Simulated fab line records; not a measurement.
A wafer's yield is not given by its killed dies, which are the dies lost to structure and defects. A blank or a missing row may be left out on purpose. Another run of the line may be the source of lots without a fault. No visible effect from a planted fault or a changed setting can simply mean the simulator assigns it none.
Check for tools in common / flow nand-harc / 12 lots and 36 wafers in the sample

REASON FOR OPENING
Flagged at NHARC_A_SIN_REMOVE_INSPECT_04: reading raw-defect-count, on 2 of 12 lots. Wafers without a fault read 383, standard deviation 96.
Rule: flag the lot when none of its wafers has a number, or when each of its wafers that has one lies beyond 4 standard deviations from that mean. As for the other lots, they are considered sound.

lot=L649; measured=day 21 05:22; on=defect-inspect-01; raw-defect-count, wafer by wafer=351 354 338; flag=
lot=L650; measured=day 21 12:06; on=defect-inspect-02; raw-defect-count, wafer by wafer=286 325 315; flag=
lot=L652; measured=day 21 19:46; on=defect-inspect-02; raw-defect-count, wafer by wafer=413 297 372; flag=
lot=L655; measured=day 22 23:46; on=defect-inspect-01; raw-defect-count, wafer by wafer=1267 1257 1402; flag=FLAGGED
lot=L656; measured=day 23 15:54; on=defect-inspect-01; raw-defect-count, wafer by wafer=1249 1256 1319; flag=FLAGGED
lot=L658; measured=day 24 10:49; on=defect-inspect-02; raw-defect-count, wafer by wafer=452 413 524; flag=
lot=L666; measured=day 27 05:05; on=defect-inspect-02; raw-defect-count, wafer by wafer=543 490 423; flag=
lot=L665; measured=day 27 05:05; on=defect-inspect-01; raw-defect-count, wafer by wafer=339 376 315; flag=
lot=L667; measured=day 28 08:14; on=defect-inspect-02; raw-defect-count, wafer by wafer=350 297 344; flag=
lot=L668; measured=day 28 19:32; on=defect-inspect-01; raw-defect-count, wafer by wafer=544 436 480; flag=
lot=L669; measured=day 29 12:40; on=defect-inspect-02; raw-defect-count, wafer by wafer=345 238 225; flag=
lot=L671; measured=day 30 02:40; on=defect-inspect-01; raw-defect-count, wafer by wafer=293 279 276; flag=
Average over the flagged lots: 1292; offset from the usual +909, equal to +9 standard deviations.

LOT BY LOT: THE TOOL USED
The record holds 1 process step before the reading, out of a route of 1302 steps. Every cell lists first the tool, next ch and the chambers used by the sampled wafers, and last the start.
lot=L649; flag=; NHARC_A_SLIT_STRIP_18=rie-diel-02 ch 1,2,3, day 20 22:18
lot=L650; flag=; NHARC_A_SLIT_STRIP_18=rie-diel-02 ch 0,2, day 21 05:07
lot=L652; flag=; NHARC_A_SLIT_STRIP_18=rie-diel-12 ch 0,1,3, day 21 12:43
lot=L655; flag=FLAGGED; NHARC_A_SLIT_STRIP_18=rie-diel-12 ch 0,1, day 22 16:44
lot=L656; flag=FLAGGED; NHARC_A_SLIT_STRIP_18=rie-diel-12 ch 0,1, day 23 08:53
lot=L658; flag=; NHARC_A_SLIT_STRIP_18=rie-diel-03 ch 0,1,2, day 24 03:47
lot=L666; flag=; NHARC_A_SLIT_STRIP_18=rie-diel-03 ch 0,1, day 26 22:50
lot=L665; flag=; NHARC_A_SLIT_STRIP_18=rie-diel-02 ch 0,2,3, day 26 22:04
lot=L667; flag=; NHARC_A_SLIT_STRIP_18=rie-diel-12 ch 1,2,3, day 28 01:11
lot=L668; flag=; NHARC_A_SLIT_STRIP_18=rie-diel-02 ch 0,2,3, day 28 12:26
lot=L669; flag=; NHARC_A_SLIT_STRIP_18=rie-diel-12 ch 0,1,3, day 29 05:37
lot=L671; flag=; NHARC_A_SLIT_STRIP_18=rie-diel-02 ch 1,2,3, day 29 19:38
What these steps do:
- NHARC_A_SLIT_STRIP_18: strips in O2.
- NHARC_A_SIN_REMOVE_INSPECT_04

FLAGGED AGAINST TOTAL, ONE TOOL AT A TIME (gauges that did the reading follow at the end)
step=NHARC_A_SLIT_STRIP_18; tool=rie-diel-02; lots run=5; flagged=0; share of the flagged lots=none; sound lots run after its first flagged lot=-
step=NHARC_A_SLIT_STRIP_18; tool=rie-diel-03; lots run=2; flagged=0; share of the flagged lots=none; sound lots run after its first flagged lot=-
step=NHARC_A_SLIT_STRIP_18; tool=rie-diel-12; lots run=5; flagged=2; share of the flagged lots=all; sound lots run after its first flagged lot=2 (L667,L669)
step=NHARC_A_SIN_REMOVE_INSPECT_04; tool=defect-inspect-01; lots run=6; flagged=2; share of the flagged lots=all; sound lots run after its first flagged lot=3 (L665,L668,L671)
step=NHARC_A_SIN_REMOVE_INSPECT_04; tool=defect-inspect-02; lots run=6; flagged=0; share of the flagged lots=none; sound lots run after its first flagged lot=-

WHAT THE TABLE PERMITS
In 2 table rows, all flagged lots were run: rie-diel-12 (NHARC_A_SLIT_STRIP_18), defect-inspect-01 (NHARC_A_SIN_REMOVE_INSPECT_04).
- rie-diel-12 at NHARC_A_SLIT_STRIP_18 ran 5 lots, 2 of them flagged. After the first flagged lot (L667, L669), sound lots still ran on it; a lasting fault on the whole tool would not permit that.
- defect-inspect-01 at NHARC_A_SIN_REMOVE_INSPECT_04 ran 6 lots, 2 of them flagged. After the first flagged lot (L665, L668, L671), sound lots still ran on it; a lasting fault on the whole tool would not permit that.
There is no row in the table that ran each flagged lot and no sound lot after the first.

WHAT THE SIMULATOR HAD INSERTED
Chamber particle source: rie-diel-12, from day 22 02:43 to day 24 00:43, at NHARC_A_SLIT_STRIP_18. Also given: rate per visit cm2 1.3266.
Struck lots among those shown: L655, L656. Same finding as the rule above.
